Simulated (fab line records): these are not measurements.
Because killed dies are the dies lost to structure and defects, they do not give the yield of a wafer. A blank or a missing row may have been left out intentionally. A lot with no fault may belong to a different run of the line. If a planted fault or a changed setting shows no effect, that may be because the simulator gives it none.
Lot-split experiment	flow n5Finfet	7 lots, 21 wafers read, on a route of 1938 steps

## THE SPLIT
At N5_MOL_CONTACT_COAG_COAT_77 (time 60 s, resist thk 10 nm), the setting spinRpm was moved away from the recipe's 1500 rpm on 7 of the 21 wafers read, by -6.9% to +7.7%. The other wafers ran this setting at the recipe's value.

## FROM THE SPLIT TO THE READING: what the file shows between them, 3 steps
- N5_MOL_CONTACT_COAG_COAT_78: resist thk 40 nm
- N5_MOL_CONTACT_COAG_EBR_80
- N5_MOL_CONTACT_COAG_DESCUM_88: chemistry O2, time 7 s

## THE READING
etch.depthNm (the simulator's own value, which no gauge read), in nm, at N5_MOL_CONTACT_COAG_ETCH_89 (etches underlayer in N2/H2, target depth 13 nm, time 10.4 s). The file gives no usual value for it. The 14 wafers here that ran the recipe average 10.026 nm, standard deviation 0.019 nm.

wafer	tool, chamber at the split	spinRpm as run, rpm	against the recipe	etch.depthNm, nm	against lot-mates on the recipe
L076.3	lithoTrack-04, 0	1445	-3.7%	10.21	+0.180
L076.4	lithoTrack-04, 0	1500	recipe	10.04	-
L076.5	lithoTrack-04, 0	1500	recipe	10.02	-
L077.4	lithoTrack-03, 0	1500	recipe	10.05	-
L077.5	lithoTrack-03, 0	1500	recipe	10.02	-
L077.6	lithoTrack-03, 0	1500	recipe	10.06	-
L083.1	lithoTrack-03, 0	1500	recipe	10.03	-
L083.5	lithoTrack-03, 0	1500	recipe	10.02	-
L083.6	lithoTrack-03, 0	1616	+7.7%	9.659	-0.366
L085.1	lithoTrack-02, 0	1551	+3.4%	9.885	no lot-mate on the recipe
L085.2	lithoTrack-02, 0	1551	+3.4%	9.873	no lot-mate on the recipe
L085.4	lithoTrack-02, 0	1551	+3.4%	9.866	no lot-mate on the recipe
L088.1	lithoTrack-03, 0	1500	recipe	10.03	-
L088.2	lithoTrack-03, 0	1575	+5.0%	9.768	-0.267
L088.3	lithoTrack-03, 0	1500	recipe	10.04	-
L090.1	lithoTrack-04, 0	1500	recipe	10.01	-
L090.3	lithoTrack-04, 0	1500	recipe	10.01	-
L090.2	lithoTrack-04, 0	1500	recipe	10.02	-
L092.1	lithoTrack-04, 0	1396	-6.9%	10.37	+0.365
L092.2	lithoTrack-04, 0	1500	recipe	9.98	-
L092.6	lithoTrack-04, 0	1500	recipe	10.03	-

FIT RESULTS
A straight line over all 21 wafers: etch.depthNm changes by -0.0484 nm for each +1% of spinRpm; r = -0.99; the points scatter about the line by 0.018 nm.
The same after taking each lot's own level away (the mean of its wafers on the recipe; 18 wafers): -0.0503 nm for each +1%; r = -1.00; scatter 0.015 nm.
The reading moves by 0.39 nm for the largest change in spinRpm, on that fit.
Across the lots, their own levels run from 10.0050 to 10.0433 nm, a range of 2.0 times the standard deviation given above.
The two slopes agree, so the slope changes little with the lot-to-lot level.
Check: with one of the wafers moved furthest among these (+7.7%) left out of the fit, the line predicts -0.406 nm for it against its lot-mates. Against them it came out at -0.366 nm.

## THE WHOLE CHAIN: every reading that the file lists as answering this split, in the file's order
step	what it does	reading	change (the file's fit)	r (the file's)
N5_MOL_CONTACT_COAG_COAT_77	time 60 s, resist thk 10 nm	underlayer_of_MOL_CONTACT_COAG_COAT_77.thkNm (the simulator's own value, which no gauge read)	-0.0519 nm for each +1% of the setting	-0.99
N5_MOL_CONTACT_COAG_ETCH_89	etches underlayer in N2/H2, target depth 13 nm, time 10.4 s	etch.depthNm (the simulator's own value, which no gauge read)	-0.0505 nm for each +1% of the setting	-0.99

## THE FILE'S OWN FIT
etch.depthNm changes by -0.0505 nm for each +1% of spinRpm, r = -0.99.
